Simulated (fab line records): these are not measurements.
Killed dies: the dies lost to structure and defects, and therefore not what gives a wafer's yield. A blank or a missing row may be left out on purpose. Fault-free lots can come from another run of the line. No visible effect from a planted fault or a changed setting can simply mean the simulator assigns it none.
fab line records	flow nand_harc
[record] lots = 11	wafers = 33	last_day = 33
route steps=1302 shown A_CONTACT@1085 END@1302
lots that met no fault: from a run of the same line without faults
start_h: hours from the record's first day to the start of the lot's first wafer shown	wait_h: hours elapsed since this lot's preceding step	" unchanged from the row above	L1.1+2: a row that stands for several wafers	- either no value or no given start	* or withheld: withheld	< > ~ a bound
route shown NAME@n: names a module that has steps shown in the file, with the first one's number in the route	usual: the fault-free wafers' mean and standard deviation	same: alike in all rows	chamber/n: place in a boat	sites: per-site readings	_std_site: the values' standard deviation	_edge_site: the outer-site mean with the inner-site mean subtracted	radius_mm: for every site, how far away it sits from the centre of the wafer	mask NAME#n: copy n	behind: tool/chamber where the wafer was last shaped	hold: why the lot went on hold/how many hours it stayed there/how the hold came to an end	device: names the non-switching transistor (n, p or np)	end of line: the same wafers' tests at the end of the route	a step without rows: its recipe alone	killed: the dies lost at the first sort to structure and to defects; this is not the yield of the wafer	map: shows each die of a wafer: x if killed, . if not, _ if none is there
set.NAME: the setting that was run; set.NAME@STEP: the one run at that earlier step	model.NAME: the simulator's own value behind a step, which no gauge read
one table for each step of the route and one row for each wafer, over a sample of lots
services: a tool's chamber out of use, with start hour (start_h, from the record's first day; less than 0 if before it), hours out, and reason
[[steps]]
[step NHARC_A_CONTACT_ETCH_31]
[recipe] target_depth_a = 28000	over_etch_frac = 0.3	time_s = 728	ion_energy_ev = 150	o2_flow_sccm = 400	cos_flow_sccm = 20	ar_flow_sccm = 0	rf_w = 500	bias_w = 300	chemistry = O2/COS
[usual] drypump_motor_current_A = 5.7/0.48	oes_product_au = 1.000/0.01	rf_vpp_V = 314.3/1.8	showerhead_plenum_p_Torr = 3.12/0.12	throttle_valve_pct = 28.329/0.0096
[same] over_etch_frac = 0.3
lot.wafer	tool	chamber	start_h	wait_h	drypump_motor_current_A	oes_product_au	rf_hours_counter_h	rf_vpp_V	showerhead_plenum_p_Torr	throttle_valve_pct
L753.3	rie_diel-08	2	-	-	5.4	0.996	24	312.8	3.01	28.309
L753.4	"	3	"	"	5.4	1.004	27	313.3	2.97	28.338
L753.5	"	2	"	"	5.4	0.990	-	312.8	3.01	28.318
L754.1	rie_diel-07	3	-	-	5.4	0.993	12	316.2	3.31	28.335
L754.2	"	0	"	"	5.2	1.012	11	315.9	3.20	28.320
L754.5	"	1	"	"	5.8	1.007	-	316.3	3.31	28.341
L757.3	rie_diel-07	3	-	-	5.4	0.993	19	317.7	3.30	28.337
L757.6	"	0	"	"	5.2	1.000	-	315.6	3.19	28.326
L757.5	"	1	"	"	5.9	1.000	-	315.7	3.31	28.329
L759.3	rie_diel-07	1	-	-	5.9	1.000	33	316.6	3.30	28.319
L759.4	"	2	"	"	5.1	0.989	37	313.1	2.98	28.333
L759.6	"	2	"	"	5.1	0.993	-	312.2	2.98	28.326
L760.4	rie_diel-08	3	-	-	5.4	1.008	7	311.4	2.97	28.323
L760.1	"	0	"	"	6.8	1.002	7	316.3	3.20	28.344
L760.5	"	2	"	"	5.4	1.011	-	313.2	3.01	28.328
L764.2	rie_diel-08	3	-	-	5.4	1.010	14	312.0	2.96	28.333
L764.3	"	0	"	"	6.8	0.997	14	315.6	3.19	28.339
L764.6	"	1	"	"	5.7	0.988	-	315.0	3.16	28.327
L766.4	rie_diel-07	1	-	-	5.8	0.999	50	315.9	3.29	28.316
L766.3	"	2	"	"	5.2	0.997	54	312.8	2.97	28.333
L766.6	"	1	"	"	5.8	1.011	-	316.8	3.29	28.322
L767.4	rie_diel-08	2	-	-	5.4	1.001	20	313.4	3.00	28.331
L767.6	"	2	"	"	5.4	1.007	-	313.1	3.00	28.321
L767.5	"	3	"	"	5.4	1.015	-	312.9	2.96	28.325
L768.1	rie_diel-08	3	-	-	5.3	1.007	21	313.8	2.96	28.331
L768.4	"	0	"	"	6.8	1.004	19	315.4	3.19	28.341
L768.2	"	1	"	"	5.8	0.991	22	314.3	3.15	28.320
L769.4	rie_diel-08	0	-	-	6.8	1.011	20	315.9	3.19	28.324
L769.3	"	3	"	"	5.3	1.007	22	310.9	2.96	28.329
L769.5	"	0	"	"	6.8	1.013	-	314.8	3.19	28.326
L776.2	rie_diel-08	1	-	-	5.8	1.002	3	315.0	3.15	28.324
L776.1	"	3	"	"	5.4	1.007	2	311.8	2.96	28.346
L776.6	"	0	"	"	6.8	1.003	-	316.3	3.19	28.337
[step NHARC_A_CONTACT_ETCH_139]
[recipe] source_w = withheld	pressure_mtorr = 20	bias_v = 400	time_s = 195	target_depth_a = 8400	ar_flow_sccm = withheld	c4f8_flow_sccm = 11.5	o2_flow_sccm = 7.2	chemistry = C4F8/O2/Ar
lot.wafer	tool	chamber	start_h	wait_h	rf_hours_counter_h
L753.3	har_cap_etch-03	0	506.85	0.2	-
L753.4	"	1	"	"	-
L753.5	"	0	"	"	-
L754.2	har_cap_etch-01	0	528.15	0.2	3
L754.1	"	1	"	"	3
L754.5	"	1	"	"	-
L757.3	har_cap_etch-02	0	553.63	0.2	-
L757.5	"	1	"	"	-
L757.6	"	0	"	"	-
L759.4	har_cap_etch-02	0	587.38	0.2	-
L759.3	"	1	"	"	-
L759.6	"	0	"	"	-
L760.1	har_cap_etch-03	1	594.76	0.2	61
L760.4	"	1	"	"	-
L760.5	"	0	"	"	-
L764.2	har_cap_etch-03	0	622.91	0.2	68
L764.3	"	1	"	"	-
L764.6	"	1	"	"	-
L766.3	har_cap_etch-03	1	644.51	0.2	-
L766.4	"	0	"	"	-
L766.6	"	0	"	"	-
L767.4	har_cap_etch-01	1	656.65	0.2	-
L767.5	"	1	"	"	-
L767.6	"	0	"	"	-
L768.2	har_cap_etch-03	0	660.67	0.2	74
L768.1	"	1	"	"	74
L768.4	"	0	"	"	-
L769.4	har_cap_etch-02	0	663.31	0.2	-
L769.3	"	1	"	"	-
L769.5	"	1	"	"	-
L776.1	har_cap_etch-02	0	744.97	0.2	128
L776.2	"	1	"	"	128
L776.6	"	1	"	"	-
[step NHARC_A_CONTACT_ALD_18]
[recipe] target_thk_a = 30	pulse_time_s = 1	ald_cycles = 150	temp_c = 450	material = TiN
[usual] heater_power_w = 1118/100	precursor_pulse_height_rel = 1.000/0.02	susceptor_temp_C = 450.04/0.24
lot.wafer	tool	chamber	start_h	wait_h	heater_power_w	precursor_pulse_height_rel	susceptor_temp_C
L753.3	ald_metal-01	0	508.48	-	1114	0.985	450.05
L753.4	"	3	"	"	1131	0.997	450.18
L753.5	"	1	"	"	995	1.018	449.76
L754.2	ald_metal-03	3	529.86	-	1030	1.028	449.74
L754.1	"	1	"	"	1051	1.005	450.08
L754.5	"	0	"	"	1218	1.001	450.08
L757.3	ald_metal-04	2	555.27	-	1022	1.011	450.07
L757.6	"	3	"	"	1272	0.989	449.83
L757.5	"	0	"	"	1154	1.006	450.01
L759.4	ald_metal-03	0	589.25	-	1248	1.017	-
L759.3	"	2	"	"	1127	0.996	-
L759.6	"	0	"	"	1250	0.982	-
L760.1	ald_metal-04	1	596.52	-	1278	0.990	450.48
L760.4	"	0	"	"	1165	1.043	449.87
L760.5	"	2	"	"	1010	1.010	449.49
L764.3	ald_metal-04	3	624.57	-	1258	0.957	450.21
L764.2	"	2	"	"	1009	1.001	449.92
L764.6	"	0	"	"	1148	1.028	449.70
L766.3	ald_metal-01	1	646.20	-	957	0.946	450.04
L766.4	"	2	"	"	1047	0.991	449.89
L766.6	"	1	"	"	969	1.008	450.16
L767.5	ald_metal-03	3	658.35	-	1005	0.972	449.67
L767.6	"	0	"	"	1225	1.033	449.99
L767.4	"	1	"	"	1070	1.022	449.52
L768.1	ald_metal-01	3	662.62	-	1163	0.991	449.81
L768.4	"	0	"	"	1059	1.000	450.12
L768.2	"	2	"	"	1034	0.978	450.08
L769.4	ald_metal-03	1	665.10	-	1010	1.012	449.97
L769.3	"	2	"	"	1132	1.023	450.08
L769.5	"	3	"	"	1022	0.979	449.95
L776.2	ald_metal-04	0	746.69	-	1135	1.005	450.05
L776.1	"	2	"	"	1019	1.016	449.77
L776.6	"	2	"	"	1004	1.004	449.98
[step NHARC_A_CONTACT_CVD_19]
[recipe] target_thk_a = 3000	temp_c = 300	pressure_torr = 40	wf6_flow_sccm = 40	h2_flow_sccm = 1600	ar_flow_sccm = 1560	time_s = 802	material = W
[usual] heater_power_w = 488/27	susceptor_temp_C = 300.02/0.2	throttle_valve_pct = 7.8/0.38
lot.wafer	tool	chamber	start_h	wait_h	heater_power_w	susceptor_temp_C	throttle_valve_pct
L753.3	cvd_w-01	0	508.93	-	481	299.96	7.9
L753.4	"	1	"	"	441	299.86	8.3
L753.5	"	1	"	"	438	299.95	8.2
L754.1	cvd_w-01	0	530.07	-	478	300.30	7.9
L754.2	"	1	"	"	437	299.87	8.3
L754.5	"	0	"	"	484	300.13	7.7
L757.3	cvd_w-02	1	555.78	-	485	300.06	7.3
L757.5	"	0	"	"	503	299.99	7.7
L757.6	"	1	"	"	481	299.99	7.4
L759.3	cvd_w-01	0	589.70	-	490	300.13	7.6
L759.4	"	1	"	"	446	299.81	8.2
L759.6	"	0	"	"	493	299.99	7.4
L760.1	cvd_w-02	1	596.84	-	486	299.97	7.6
L760.4	"	0	"	"	523	299.90	7.7
L760.5	"	1	"	"	496	300.03	7.6
L764.2	cvd_w-01	0	624.90	-	498	300.17	7.9
L764.3	"	1	"	"	451	300.27	8.3
L764.6	"	0	"	"	495	300.26	7.8
L766.4	cvd_w-02	1	646.64	-	516	299.97	7.4
L766.3	"	0	"	"	502	299.92	7.9
L766.6	"	0	"	"	532	299.83	7.7
L766.4	cvd_w-02	1	647.63	0.9	514	299.89	7.5
L766.3	"	0	"	"	526	299.78	7.6
L766.6	"	0	"	"	525	299.87	7.7
L767.4	cvd_w-02	1	658.76	-	522	299.78	7.4
L767.6	"	1	"	"	504	300.23	7.2
L767.5	"	0	"	"	525	300.08	7.6
L767.4	cvd_w-02	1	659.76	0.9	488	299.98	7.4
L767.6	"	1	"	"	519	300.23	7.3
L767.5	"	0	"	"	517	300.22	7.7
L768.2	cvd_w-02	0	662.82	-	510	-	7.6
L768.1	"	1	"	"	497	-	7.3
L768.4	"	1	"	"	516	-	7.3
L768.2	cvd_w-02	0	663.80	0.9	510	-	7.8
L768.1	"	1	"	"	509	-	7.4
L768.4	"	1	"	"	517	-	7.4
L769.3	cvd_w-01	1	665.50	-	449	-	8.6
L769.4	"	0	"	"	506	-	7.8
L769.5	"	1	"	"	461	-	8.0
L776.2	cvd_w-01	0	746.93	-	470	299.89	8.0
L776.1	"	1	"	"	449	299.50	8.5
L776.6	"	0	"	"	467	299.93	7.9
[step NHARC_A_CONTACT_CMP_20]
[recipe] t_overpolish_s = 30	target_thk_nm = 300
[usual] motor_current_A = 12.0/1.2	overpolish_run_s = 30.000/0.0094	pad_life_wafers = 182/130	time_to_endpoint_s = 60/3.3
lot.wafer	tool	chamber	start_h	wait_h	motor_current_A	overpolish_run_s	pad_life_wafers	time_to_endpoint_s
L753.3	cmp-02	1	509.60	0.5	12.1	29.999	301	65
L753.4	"	2	"	"	11.2	30.012	302	58
L753.5	"	1	"	"	11.8	30.005	-	67
L754.2	cmp-03	3	530.97	0.7	12.1	30.009	162	64
L754.1	"	2	"	"	11.9	29.996	165	62
L754.5	"	0	"	"	12.9	29.995	-	58
L757.3	cmp-03	0	556.40	0.5	12.8	29.999	261	60
L757.5	"	1	"	"	11.3	30.005	-	63
L757.6	"	2	"	"	11.2	29.995	-	64
L759.4	cmp-03	3	590.34	0.4	11.2	30.003	30	57
L759.3	"	2	"	"	11.6	30.008	33	59
L759.6	"	0	"	"	12.4	29.991	-	60
L760.1	cmp-04	1	597.61	0.6	10.9	30.002	360	57
L760.4	"	0	"	"	12.3	30.020	363	60
L760.5	"	1	"	"	10.9	29.987	-	58
L764.2	cmp-04	2	625.72	0.7	10.6	30.021	44	57
L764.3	"	3	"	"	13.1	29.998	45	59
L764.6	"	1	"	"	10.3	29.999	-	57
L766.4	cmp-03	1	648.40	0.6	11.5	30.001	286	121
L766.3	"	2	"	"	11.8	29.994	287	125
L766.6	"	0	"	"	12.8	30.006	-	121
L767.4	cmp-03	0	660.55	0.7	13.3	30.006	329	120
L767.6	"	2	"	"	11.7	29.996	-	122
L767.5	"	3	"	"	11.8	29.986	-	121
L768.2	cmp-03	2	664.78	0.9	12.0	30.006	339	124
L768.1	"	3	"	"	11.8	30.004	340	120
L768.4	"	0	"	"	12.8	30.001	341	115
L769.4	cmp-03	0	666.14	0.4	12.6	30.003	348	60
L769.3	"	3	"	"	10.9	29.998	351	61
L769.5	"	1	"	"	11.4	29.986	-	60
L776.1	cmp-04	1	747.89	0.7	10.4	30.006	170	55
L776.2	"	2	"	"	10.7	29.990	171	54
L776.6	"	3	"	"	12.7	29.989	-	54
[step NHARC_END_SORT_01]
[recipe] temp_c = 25
[usual] killed_at_array = 57/20	killed_at_other = 1.0/1.5	killed_at_periphery = 3.5/2.5	killed_dies = 62/21	killed_open = 3.5/1.9	killed_short = 2.4/1.6
[same] gross_dies = 677
lot.wafer	tool	chamber	start_h	wait_h	killed_at_array	killed_at_other	killed_at_periphery	killed_dies	killed_open	killed_short
L753.3	prober-02	0	562.46	3.1	46	0	3	49	2	1
L753.4	prober-02	0	563.27	3.4	42	0	2	44	2	4
L753.5	prober-02	0	564.08	3.7	50	0	3	53	1	2
L754.1	prober-02	0	575.43	2.5	100	0	1	101	2	2
L754.2	prober-02	0	576.23	2.8	77	0	1	78	0	4
L754.5	prober-02	0	578.60	3.7	100	2	1	103	5	3
L757.3	prober-01	0	606.66	3.1	53	0	3	56	2	3
L757.5	prober-01	0	608.27	3.7	49	0	2	51	6	0
L757.6	prober-01	0	609.07	4.0	33	0	2	35	1	1
L759.3	prober-01	0	639.39	3.1	82	7	7	96	3	2
L759.4	prober-01	0	640.19	3.4	73	5	7	85	3	4
L759.6	prober-01	0	641.79	4.0	83	4	4	91	5	2
L760.1	prober-02	0	642.20	2.5	47	1	1	49	4	3
L760.4	prober-02	0	644.62	3.4	48	1	4	53	6	6
L760.5	prober-02	0	645.42	3.7	53	0	3	56	8	3
L764.2	prober-02	0	680.88	2.8	62	0	12	74	3	7
L764.3	prober-02	0	681.69	3.1	62	0	3	65	3	2
L764.6	prober-02	0	684.11	4.0	70	0	1	71	1	3
L766.3	prober-01	0	704.37	3.1	70	8	9	87	4	2
L766.4	prober-01	0	705.17	3.4	68	1	2	71	1	0
L766.6	prober-01	0	706.79	4.0	48	3	1	52	3	1
L767.4	prober-02	0	706.22	3.4	59	1	3	63	3	1
L767.5	prober-02	0	707.03	3.7	71	1	4	76	5	3
L767.6	prober-02	0	707.83	4.0	74	0	1	75	8	0
L769.3	prober-01	0	710.27	3.1	33	0	2	35	4	3
L769.4	prober-01	0	711.08	3.4	35	0	1	36	2	2
L769.5	prober-01	0	711.89	3.7	40	1	2	43	2	1
L768.1	prober-02	0	724.01	2.5	59	0	2	61	3	1
L768.2	prober-02	0	724.79	2.8	54	0	1	55	3	3
L768.4	prober-02	0	726.37	3.4	52	0	3	55	7	3
L776.1	prober-02	0	793.51	2.5	73	0	5	78	9	1
L776.2	prober-02	0	794.32	2.8	71	0	1	72	3	0
L776.6	prober-02	0	797.53	4.0	69	0	0	69	3	1
// killed by level:class
L753.3 A_CHANNEL_HOLE_D2:chamber_film_flake=35 A_SGD_CUT:chamber_film_flake=3 A_CHANNEL_HOLE_D1:chamber_film_flake=2 A_STAIRCASE:chamber_film_flake=2 P_GATE:geometric_particle:open=1 A_CHANNEL_FILL_D1:geometric_particle:short=1 A_M0:geometric_particle:open=1 P_ZERO_WELL:chamber_film_flake=1
L753.4 A_CHANNEL_HOLE_D2:chamber_film_flake=27 A_STAIRCASE:chamber_film_flake=4 A_CONTACT:chamber_film_flake=2 P_CONTACT:geometric_particle:short=1 A_CHANNEL_FILL_D2:geometric_particle:short=1 A_SGD_CUT:geometric_particle:open=1 A_WL_FILL:geometric_particle:open=1 A_M0:geometric_particle:short=1
L753.5 A_CHANNEL_HOLE_D2:chamber_film_flake=35 A_CHANNEL_HOLE_D1:chamber_film_flake=3 A_BLC:chamber_film_flake=3 A_DECK1_JOINT:chamber_film_flake=2 A_SGD_CUT:chamber_film_flake=2 A_CONTACT:chamber_film_flake=2 P_M0:geometric_particle:open=1 A_ONON_D2:geometric_particle:short=1
L754.1 A_CHANNEL_HOLE_D1:chamber_film_flake=38 A_SLIT:chamber_film_flake=24 A_CHANNEL_HOLE_D2:chamber_film_flake=17 A_STAIRCASE:chamber_film_flake=9 A_CHANNEL_FILL_D2:chamber_film_flake=3 A_CONTACT:chamber_film_flake=3 A_ZERO_WELL:chamber_film_flake=2 A_ONON_D1:geometric_particle:short=1
L754.2 A_SLIT:chamber_film_flake=26 A_CHANNEL_HOLE_D2:chamber_film_flake=25 A_CHANNEL_HOLE_D1:chamber_film_flake=13 A_STAIRCASE:chamber_film_flake=7 A_CONTACT:chamber_film_flake=2 P_M0:geometric_particle:short=1 A_CHANNEL_FILL_D1:geometric_particle:short=1 A_WL_FILL:geometric_particle:short=1
L754.5 A_CHANNEL_HOLE_D2:chamber_film_flake=30 A_CHANNEL_HOLE_D1:chamber_film_flake=26 A_SLIT:chamber_film_flake=25 A_STAIRCASE:chamber_film_flake=6 A_WL_FILL:chamber_film_flake=3 A_ZERO_WELL:chamber_film_flake=2 A_CONTACT:chamber_film_flake=2 P_CONTACT:geometric_particle:open=1
L757.3 A_CHANNEL_HOLE_D2:chamber_film_flake=35 A_CONTACT:chamber_film_flake=7 A_CHANNEL_FILL_D2:chamber_film_flake=3 A_DECK1_JOINT:geometric_particle:short=2 A_CHANNEL_HOLE_D1:chamber_film_flake=2 A_SGD_CUT:geometric_particle:open=1 A_WL_FILL:geometric_particle:short=1 A_CONTACT:geometric_particle:open=1
L757.5 A_CHANNEL_HOLE_D2:chamber_film_flake=29 A_CONTACT:chamber_film_flake=7 A_CHANNEL_HOLE_D1:chamber_film_flake=4 A_WL_FILL:chamber_film_flake=2 P_CONTACT:geometric_particle:open=1 A_ONON_D1:geometric_particle:open=1 A_DECK1_JOINT:geometric_particle:open=1 A_ONON_D2:geometric_particle:open=1
L757.6 A_CHANNEL_HOLE_D2:chamber_film_flake=21 A_CONTACT:chamber_film_flake=4 A_WL_FILL:chamber_film_flake=3 A_CHANNEL_HOLE_D1:chamber_film_flake=2 A_SLIT:chamber_film_flake=2 P_M0:geometric_particle:open=1 A_ONON_D1:geometric_particle:short=1 P_M0:chamber_film_flake=1
L759.3 A_CHANNEL_HOLE_D1:chamber_film_flake=30 A_SLIT:chamber_film_flake=26 A_CHANNEL_HOLE_D2:chamber_film_flake=8 A_CONTACT:chamber_film_flake=7 THIN_TSV:chamber_film_flake=6 P_CONTACT:chamber_film_flake=5 A_M0:chamber_film_flake=3 P_ZERO_WELL:chamber_film_flake=2
L759.4 A_CHANNEL_HOLE_D1:chamber_film_flake=32 A_SLIT:chamber_film_flake=21 P_CONTACT:chamber_film_flake=6 A_CHANNEL_HOLE_D2:chamber_film_flake=5 A_CONTACT:chamber_film_flake=4 THIN_TSV:chamber_film_flake=3 A_WL_FILL:chamber_film_flake=2 A_M0:chamber_film_flake=2
L759.6 A_SLIT:chamber_film_flake=31 A_CHANNEL_HOLE_D1:chamber_film_flake=29 A_CHANNEL_HOLE_D2:chamber_film_flake=6 A_CONTACT:chamber_film_flake=6 THIN_TSV:chamber_film_flake=3 P_CONTACT:chamber_film_flake=2 A_WL_FILL:chamber_film_flake=2 A_M0:chamber_film_flake=2
L760.1 A_CHANNEL_HOLE_D1:chamber_film_flake=25 A_CHANNEL_HOLE_D2:chamber_film_flake=14 A_CHANNEL_FILL_D2:geometric_particle:short=2 P_M1:geometric_particle:open=1 A_SOURCE_PLATE:geometric_particle:short=1 A_ONON_D1:geometric_particle:open=1 A_CHANNEL_FILL_D2:geometric_particle:open=1 A_CONTACT:geometric_particle:open=1
L760.4 A_CHANNEL_HOLE_D1:chamber_film_flake=28 A_CHANNEL_HOLE_D2:chamber_film_flake=7 A_CHANNEL_FILL_D1:geometric_particle:short=2 A_ONON_D2:geometric_particle:open=2 A_CHANNEL_FILL_D2:geometric_particle:short=2 A_CONTACT:chamber_film_flake=2 P_STI:geometric_particle:short=1 P_M0:geometric_particle:open=1
L760.5 A_CHANNEL_HOLE_D1:chamber_film_flake=29 A_CHANNEL_HOLE_D2:chamber_film_flake=9 A_DECK1_JOINT:geometric_particle:open=2 A_ONON_D2:geometric_particle:open=2 P_STI:chamber_film_flake=2 A_STAIRCASE:chamber_film_flake=2 P_CONTACT:geometric_particle:open=1 A_ONON_D1:geometric_particle:short=1
L764.2 A_CHANNEL_HOLE_D1:chamber_film_flake=26 A_CHANNEL_HOLE_D2:chamber_film_flake=19 P_M2:chamber_film_flake=6 A_STAIRCASE:chamber_film_flake=4 A_ONON_D1:geometric_particle:short=3 A_WL_FILL:chamber_film_flake=3 P_ZERO_WELL:geometric_particle:open=2 P_STI:chamber_film_flake=2
L764.3 A_CHANNEL_HOLE_D1:chamber_film_flake=29 A_CHANNEL_HOLE_D2:chamber_film_flake=22 A_STAIRCASE:chamber_film_flake=4 P_STI:chamber_film_flake=2 A_CHANNEL_HOLE_D1:geometric_particle:open=1 A_CHANNEL_FILL_D1:geometric_particle:short=1 A_CHANNEL_FILL_D1:geometric_particle:open=1 A_ONON_D2:geometric_particle:short=1
L764.6 A_CHANNEL_HOLE_D1:chamber_film_flake=40 A_CHANNEL_HOLE_D2:chamber_film_flake=20 A_ONON_D2:geometric_particle:short=3 A_M1:chamber_film_flake=2 A_SOURCE_PLATE:geometric_particle:open=1 P_M2:chamber_film_flake=1 A_DECK1_JOINT:chamber_film_flake=1 A_CHANNEL_FILL_D2:chamber_film_flake=1
L766.3 A_SLIT:chamber_film_flake=31 A_CHANNEL_HOLE_D2:chamber_film_flake=23 A_CONTACT:chamber_film_flake=7 THIN_TSV:chamber_film_flake=7 P_GATE:chamber_film_flake=4 A_CHANNEL_HOLE_D1:chamber_film_flake=4 P_M1:chamber_film_flake=3 A_CONTACT:geometric_particle:open=2
L766.4 A_SLIT:chamber_film_flake=26 A_CHANNEL_HOLE_D2:chamber_film_flake=24 A_CHANNEL_HOLE_D1:chamber_film_flake=11 A_STAIRCASE:chamber_film_flake=3 A_CONTACT:chamber_film_flake=2 A_M1:geometric_particle:open=1 P_GATE:chamber_film_flake=1 P_M1:chamber_film_flake=1
L767.4 A_SLIT:chamber_film_flake=25 A_CHANNEL_HOLE_D2:chamber_film_flake=12 A_CHANNEL_HOLE_D1:chamber_film_flake=9 A_CONTACT:chamber_film_flake=6 A_STAIRCASE:chamber_film_flake=3 P_M0:geometric_particle:open=1 A_SGD_CUT:geometric_particle:open=1 A_CONTACT:geometric_particle:open=1
L766.6 A_SLIT:chamber_film_flake=28 A_CHANNEL_HOLE_D2:chamber_film_flake=8 A_CHANNEL_HOLE_D1:chamber_film_flake=4 A_CONTACT:chamber_film_flake=2 THIN_TSV:chamber_film_flake=2 A_DECK1_JOINT:geometric_particle:short=1 A_CHANNEL_FILL_D2:geometric_particle:open=1 A_M0:geometric_particle:open=1
L767.5 A_SLIT:chamber_film_flake=27 A_CHANNEL_HOLE_D2:chamber_film_flake=14 A_CHANNEL_HOLE_D1:chamber_film_flake=11 A_CONTACT:chamber_film_flake=6 A_STAIRCASE:chamber_film_flake=3 A_BONDPAD:chamber_film_flake=3 P_STI:geometric_particle:open=2 P_CONTACT:geometric_particle:short=1
L767.6 A_SLIT:chamber_film_flake=28 A_CHANNEL_HOLE_D2:chamber_film_flake=15 A_CONTACT:chamber_film_flake=8 A_CHANNEL_HOLE_D1:chamber_film_flake=7 A_STAIRCASE:chamber_film_flake=3 A_CONTACT:geometric_particle:open=2 A_DECK1_JOINT:chamber_film_flake=2 P_M0:geometric_particle:open=1
L769.3 A_CHANNEL_HOLE_D1:chamber_film_flake=13 A_CONTACT:chamber_film_flake=5 A_STAIRCASE:chamber_film_flake=3 A_ONON_D2:geometric_particle:short=2 A_CHANNEL_HOLE_D2:chamber_film_flake=2 A_SLIT:chamber_film_flake=2 P_CONTACT:geometric_particle:open=1 A_CHANNEL_FILL_D1:geometric_particle:short=1
L769.4 A_CONTACT:chamber_film_flake=10 A_CHANNEL_HOLE_D1:chamber_film_flake=9 A_CHANNEL_HOLE_D2:chamber_film_flake=4 A_SLIT:chamber_film_flake=4 A_STAIRCASE:chamber_film_flake=3 P_CONTACT:geometric_particle:open=1 A_CHANNEL_HOLE_D1:geometric_particle:open=1 A_ONON_D2:geometric_particle:short=1
L769.5 A_CONTACT:chamber_film_flake=16 A_CHANNEL_HOLE_D1:chamber_film_flake=11 A_STAIRCASE:chamber_film_flake=3 A_SLIT:chamber_film_flake=3 A_BONDPAD:chamber_film_flake=2 P_M0:geometric_particle:open=1 A_ONON_D1:geometric_particle:short=1 A_M0:geometric_particle:open=1
L768.1 A_SLIT:chamber_film_flake=26 A_CHANNEL_HOLE_D2:chamber_film_flake=20 A_CHANNEL_HOLE_D1:chamber_film_flake=3 A_M0:geometric_particle:open=2 A_STAIRCASE:chamber_film_flake=2 A_CONTACT:chamber_film_flake=2 A_DECK1_JOINT:geometric_particle:open=1 A_M1:geometric_particle:short=1
L768.2 A_SLIT:chamber_film_flake=27 A_CHANNEL_HOLE_D2:chamber_film_flake=8 A_CHANNEL_HOLE_D1:chamber_film_flake=7 A_STAIRCASE:chamber_film_flake=3 A_SOURCE_PLATE:geometric_particle:short=2 A_M0:geometric_particle:open=2 A_CONTACT:chamber_film_flake=2 A_CHANNEL_FILL_D1:geometric_particle:short=1
L768.4 A_SLIT:chamber_film_flake=25 A_CHANNEL_HOLE_D2:chamber_film_flake=10 A_CHANNEL_HOLE_D1:chamber_film_flake=3 A_DECK1_JOINT:chamber_film_flake=2 A_SOURCE_PLATE:geometric_particle:short=1 A_ONON_D1:geometric_particle:open=1 A_CHANNEL_FILL_D1:geometric_particle:open=1 A_DECK1_JOINT:geometric_particle:open=1
L776.1 A_CHANNEL_HOLE_D2:chamber_film_flake=27 A_CHANNEL_HOLE_D1:chamber_film_flake=13 A_CONTACT:chamber_film_flake=10 A_SLIT:chamber_film_flake=8 A_M1:chamber_film_flake=3 P_CONTACT:geometric_particle:open=2 P_STI:chamber_film_flake=2 A_STAIRCASE:chamber_film_flake=2
L776.2 A_CHANNEL_HOLE_D2:chamber_film_flake=21 A_CHANNEL_HOLE_D1:chamber_film_flake=14 A_CONTACT:chamber_film_flake=14 A_SLIT:chamber_film_flake=11 A_WL_FILL:chamber_film_flake=4 A_STAIRCASE:chamber_film_flake=2 A_M1:chamber_film_flake=2 A_CHANNEL_FILL_D1:geometric_particle:open=1
L776.6 A_CHANNEL_HOLE_D2:chamber_film_flake=26 A_CHANNEL_HOLE_D1:chamber_film_flake=15 A_SLIT:chamber_film_flake=9 A_CONTACT:chamber_film_flake=8 A_STAIRCASE:chamber_film_flake=3 A_CHANNEL_FILL_D1:geometric_particle:open=2 A_CHANNEL_FILL_D1:geometric_particle:short=1 A_M0:geometric_particle:open=1
[[services]]
tool	chamber	start_h	hours	kind
cvd_w-02	1	488.60	9.1	repair
cvd_w-02	0	491.64	15.1	repair
cvd_w-01	-	493.05	2.5	repair
ald_metal-03	1	521.12	4.9	repair
rie_diel-08	-	536.17	0.4	repair
rie_diel-08	-	544.87	9.0	pm
cvd_w-01	-	547.00	13.0	pm
rie_diel-07	1	554.62	4.5	repair
rie_diel-07	0	555.62	7.3	repair
har_cap_etch-03	-	566.91	0.3	repair
ald_metal-03	-	568.00	10.0	pm
cmp-03	-	575.73	4.0	pm
cvd_w-01	1	591.02	3.7	repair
rie_diel-07	3	624.07	13.7	repair
cvd_w-02	-	631.11	13.0	pm
rie_diel-08	0	632.02	11.3	repair
cvd_w-01	0	661.87	2.6	repair
har_cap_etch-03	-	665.38	0.3	repair
cmp-03	-	672.41	3.4	repair
har_cap_etch-03	-	712.64	2.1	repair
rie_diel-08	-	721.90	9.0	pm
cvd_w-01	-	728.00	13.0	pm
rie_diel-08	0	737.35	3.4	repair
rie_diel-08	2	742.00	42.1	repair
[[key]]
[first_sign] step = NHARC_A_CONTACT_CVD_19	reading = visit	direction = added
[effect] step = NHARC_A_CONTACT_CMP_20	reading = time_to_endpoint_s	direction = up	sigmas = 19	usual = *	struck = *
met_at NHARC_A_CONTACT_CVD_19
struck_lots L766,L767,L768
tester_left_out L766,L767,L768
not_acting_at NHARC_A_CONTACT_ETCH_31,NHARC_A_CONTACT_ETCH_139,NHARC_A_CONTACT_ALD_18
[fault] kind = repeated_step_whole	tool = cvd_w-01,cvd_w-02	chamber = -	onset_h = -	steps = NHARC_A_CONTACT_CVD_19	times = 1	scope = struck_lots_only
// tester_left_out: of these lots the tester's yield and bins aren't shown, on N5 and GAA mostly nor the transistor test; their killed dies are dies lost to structure and defects alone, not to doping, threshold or leakage, so they don't give the yield
